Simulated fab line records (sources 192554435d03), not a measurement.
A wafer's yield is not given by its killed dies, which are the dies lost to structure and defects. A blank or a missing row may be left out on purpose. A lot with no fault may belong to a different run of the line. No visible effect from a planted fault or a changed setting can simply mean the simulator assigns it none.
Struck lot and sound lot, side by side / flow n5_finfet / 37 steps out of a route of 1938
Sound: wafers L403.2, L403.5, L403.6. Struck: wafer L393.4; the same lot's L393.6 was not struck, so it is left out; see the end for the cause.
Per side, at each step with rows, come the tool, then ch with its chambers, and then its first start. Under that, the readings that differ: sound wafers / struck wafers / difference of the means / sigmas: that difference in standard deviations of wafers without a fault.
alike: readings with means less than 2 such deviations apart, plus words and numbers identical on both sides. not compared: withheld readings, readings lacking a value on some wafer, bounds such as >300 that could conceal the same value, and numbers that have no deviation in the record and whose values overlap.
Wherever a step has rows on one side only, a row that says differs or no value, or a row with sigmas, the two part there. Numbers that have no deviation but don't overlap get no sigmas and don't part them. A reading that every wafer of one side lacks parts them only if that side has two wafers or more.

first, 9 steps without rows for these wafers: N5_BEOL_M6_ALD_77 (deposits TaN, target thk 2 nm, pulse time 2 s, purge time 3 s); N5_BEOL_M6_SURFACE_TREAT_79; N5_BEOL_M6_CVD_78 (deposits Co from CCTBA/H2, target thk 2 nm, time 142.3 s); N5_BEOL_M6_SPUTTER_48 (material Cu, target thk 10 nm, time 1.667 s); N5_BEOL_M6_ECD_50 (material Cu, target thk 300 nm); N5_BEOL_M6_ANNEAL_51 (time 90 s); N5_BEOL_M6_CMP_52 (polishes, stops on SiCOH lowk, t overpolish 6.9 s, target thk 80 nm); N5_BEOL_M6_PRE_CLEAN_55 (time 15 s); N5_BEOL_M6_DEP_56 (deposits SiCN from 3MS/NH3, target thk 10 nm, time 17.5 s).
N5_BEOL_M7_ILD_DEP_00: deposits SiCOH lowk from DEMS/porogen, target thk 179.75 nm, time 33.4 s.
  sound on pecvd-02 ch 0,1,2, day 15 12:43; struck on pecvd-02 ch 0, day 12 16:52
reading=model.SiCOH_lowk_of_BEOL_M7_ILD_DEP_00.thk_nm (nm); sound=177.2 180.8 181.2; struck=191.2; difference=+11.5; sigmas=
  alike: heater_power_w, showerhead_plenum_p_Torr, throttle_valve_pct
then, 1 step without rows for these wafers: N5_BEOL_M7_CURE_74 (cures SiCOH lowk, time 240 s).
N5_BEOL_M7_THK_MEAS_01:
  struck on film_metro-01, day 12 18:19; sound on film_metro-02, day 15 13:17
reading=M7_ILD_THK (nm); sound=152.8 156.0 156.2; struck=165.1; difference=+10.1; sigmas=+5
then, 23 steps without rows for these wafers: N5_BEOL_M7_PECVD_70 (deposits SiO2 from TEOS/O2, target thk 20 nm, time 22.7 s); N5_BEOL_M7_HM_DEP_02 (deposits TiN, target thk 20 nm); N5_BEOL_M7_COAT_59 (time 60 s, resist thk 100 nm); N5_BEOL_M7_COAT_60 (time 60 s, resist thk 35 nm); N5_BEOL_M7_COAT_05 (resist thk 90 nm); N5_BEOL_M7_EBR_07; N5_BEOL_M7_SOFTBAKE_06 (time 60 s); N5_BEOL_M7_EXPOSE_08 (exposes mask M7); N5_BEOL_M7_PEB_09 (peb time 60 s); N5_BEOL_M7_DEVELOP_10 (develop time 30 s); N5_BEOL_M7_DESCUM_16 (chemistry O2, time 7.9 s); N5_BEOL_M7_ETCH_61 (etches SiARC in CF4, target depth 45.5 nm, time 75.8 s); N5_BEOL_M7_ETCH_62 (etches SOC in N2/H2, target depth 110 nm, overetch 22 nm, time 165 s); N5_BEOL_M7_STRIP_68 (strips in N2/H2); N5_BEOL_M7_STRIP_67 (strips in CF4); N5_BEOL_M7_HM_OPEN_17 (chemistry Cl2/BCl3, target TiN, target depth 20 nm, overetch 6 nm); N5_BEOL_M7_STRIP_19 (strips in O2); N5_BEOL_M7_COAT_63 (time 60 s, resist thk 60 nm); N5_BEOL_M7_COAT_64 (time 60 s, resist thk 12 nm); N5_BEOL_M7_COAT_71 (time 60 s, resist thk 5 nm); N5_BEOL_M7_COAT_22 (resist thk 30 nm); N5_BEOL_M7_EBR_24; N5_BEOL_M7_SOFTBAKE_23 (time 60 s).
N5_BEOL_M7_CMP_52: polishes, stops on SiCOH lowk, t overpolish 6.9 s, target thk 80 nm.
  sound on cmp-03 ch 0,1,2, day 15 21:32; struck on cmp-03 ch 3, day 13 03:05
reading=slurry_filter_dp_kPa (kPa); sound=13.48 13.70 13.57; struck=13.17; difference=-0.41; sigmas=-3
reading=model.SiCOH_lowk_of_BEOL_M7_ILD_DEP_00.thk_nm (nm); sound=149.8 153 153.4; struck=162; difference=+10; sigmas=
  alike: clearing_platen_down_force_psi, clearing_platen_rpm, motor_current_A
-- a jump in the record: the struck wafers' starts before and after are 3 days apart (it breaks off in module BEOL_M7 and resumes in module PASSIVATION, where the first step shown is number 1936 of the route) --
N5_PASSIVATION_PROBE_49:
  rows exist in the record for the struck wafers here (prober-01, day 16 03:35), but not for the sound ones

== WHERE THEY PART ==
At N5_BEOL_M7_THK_MEAS_01 first; at N5_PASSIVATION_PROBE_49 last (within this record only).

WHY: what the simulator had put in
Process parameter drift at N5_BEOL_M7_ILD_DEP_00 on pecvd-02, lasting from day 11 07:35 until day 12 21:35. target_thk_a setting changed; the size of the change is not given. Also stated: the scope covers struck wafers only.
